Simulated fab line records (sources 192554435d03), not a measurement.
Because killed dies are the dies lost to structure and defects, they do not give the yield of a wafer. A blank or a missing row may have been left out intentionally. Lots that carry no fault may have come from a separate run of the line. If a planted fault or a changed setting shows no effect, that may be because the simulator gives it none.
Which tool was responsible? + flow n5 finfet + 11 lots, 33 wafers sampled, at 2 steps of a route of 1938

== WHAT THE GAUGES SHOWED, per wafer ==
N5_BEOL_M8_OVL_MEAS_12. Usual: M8_OVL 0.0 nm, standard deviation 0.64.
| lot  | measured     | on         | M8_OVL (nm)    | flag |
|------|--------------|------------|----------------|------|
| L779 | day 10 10:07 | overlay-01 | -0.8 -0.6 0.8  |      |
| L782 | day 10 16:19 | overlay-01 | -0.3 -1.5 -0.7 |      |
| L781 | day 10 16:43 | overlay-02 | -0.3 -1.0 0.0  |      |
| L783 | day 11 19:02 | overlay-01 | 0.1 0.3 0.1    |      |
| L785 | day 11 19:14 | overlay-01 | 0.2 0.0 -0.8   |      |
| L788 | day 12 23:20 | overlay-01 | 0.4 -0.1 0.4   |      |
| L791 | day 13 22:10 | overlay-02 | -0.2 0.3 1.2   |      |
| L796 | day 14 21:46 | overlay-02 | -0.1 -0.1 1.4  |      |
| L797 | day 14 22:02 | overlay-01 | -0.4 -1.1 -0.9 |      |
| L798 | day 15 12:45 | overlay-02 | 1.4 0.2 0.4    |      |
| L799 | day 16 06:37 | overlay-01 | -0.3 -1.0 0.1  |      |

== WHAT TOOL EACH LOT RAN ON (gives the tool, then ch and the chambers of the sampled wafers, and finally the start) ==
| lot  | N5_BEOL_M8_ILD_DEP_00           |
|------|---------------------------------|
| L779 | pecvd-02 ch 0,1, day 10 06:56   |
| L782 | pecvd-02 ch 1,2, day 10 13:38   |
| L781 | pecvd-02 ch 1,2, day 10 14:16   |
| L783 | pecvd-01 ch 1,2, day 11 15:53   |
| L785 | pecvd-02 ch 0,1,2, day 11 16:10 |
| L788 | pecvd-03 ch 0,2, day 12 22:08   |
| L791 | pecvd-02 ch 0,1, day 13 17:47   |
| L796 | pecvd-02 ch 0,1, day 14 18:34   |
| L797 | pecvd-03 ch 0,1,2, day 14 18:52 |
| L798 | pecvd-02 ch 0,1,2, day 15 09:19 |
| L799 | pecvd-01 ch 1,2, day 16 04:33   |
- N5_BEOL_M8_ILD_DEP_00: deposits SiCOH lowk from DEMS/porogen, target thk 179.75 nm, time 33.4 s.

== WHAT THE TOOLS THEMSELVES READ (means of the sampled wafers that have a number; where no wafer has one, the mark that the record gives instead) ==
N5_BEOL_M8_ILD_DEP_00. Usual: heater power w 291 W, standard deviation 35; rf fwd power W 494.8 W, standard deviation 2; showerhead plenum p Torr 5.738 Torr, standard deviation 0.013; throttle valve pct 14.1 %, standard deviation 0.61.
| lot  | tool     | heater power w (W) | rf fwd power W (W) | showerhead plenum p Torr (Torr) | throttle valve pct (%) | flag |
|------|----------|--------------------|--------------------|---------------------------------|------------------------|------|
| L779 | pecvd-02 | 273                | 495.4              | 5.741                           | 14.6                   |      |
| L782 | pecvd-02 | 301                | 494.7              | 5.728                           | 13.9                   |      |
| L781 | pecvd-02 | 302                | 494.5              | 5.734                           | 13.9                   |      |
| L783 | pecvd-01 | 245                | 495.0              | 5.745                           | 14.9                   |      |
| L785 | pecvd-02 | 287                | 495.7              | 5.744                           | 14.2                   |      |
| L788 | pecvd-03 | 316                | 493.8              | 5.751                           | 13.1                   |      |
| L791 | pecvd-02 | 266                | 493.7              | 5.743                           | 14.6                   |      |
| L796 | pecvd-02 | 296                | 496.0              | 5.738                           | 14.3                   |      |
| L797 | pecvd-03 | 316                | 494.1              | 5.744                           | 13.8                   |      |
| L798 | pecvd-02 | 287                | 494.9              | 5.736                           | 14.5                   |      |
| L799 | pecvd-01 | 284                | 494.7              | 5.723                           | 14.1                   |      |

== THE ANSWER, worked out from the rows above alone ==
Rule: a lot is off if the mean of its wafers that have a number lies more than 3 standard deviations from the usual mean. Also off: a lot with no number at a reading for which 4 or more lots have one. Any other lot the step has rows for is counted as sound. After the gauges, taken in route order, come the tools' own readings; for these a lot's mean is taken, as printed above. At the first step where some lot is off, the reading lying furthest off is the one used; lots without a number count as furthest.
None of the lots is off at any reading shown; this tells nothing.

== WHAT THE SIMULATOR HAD INSERTED ==
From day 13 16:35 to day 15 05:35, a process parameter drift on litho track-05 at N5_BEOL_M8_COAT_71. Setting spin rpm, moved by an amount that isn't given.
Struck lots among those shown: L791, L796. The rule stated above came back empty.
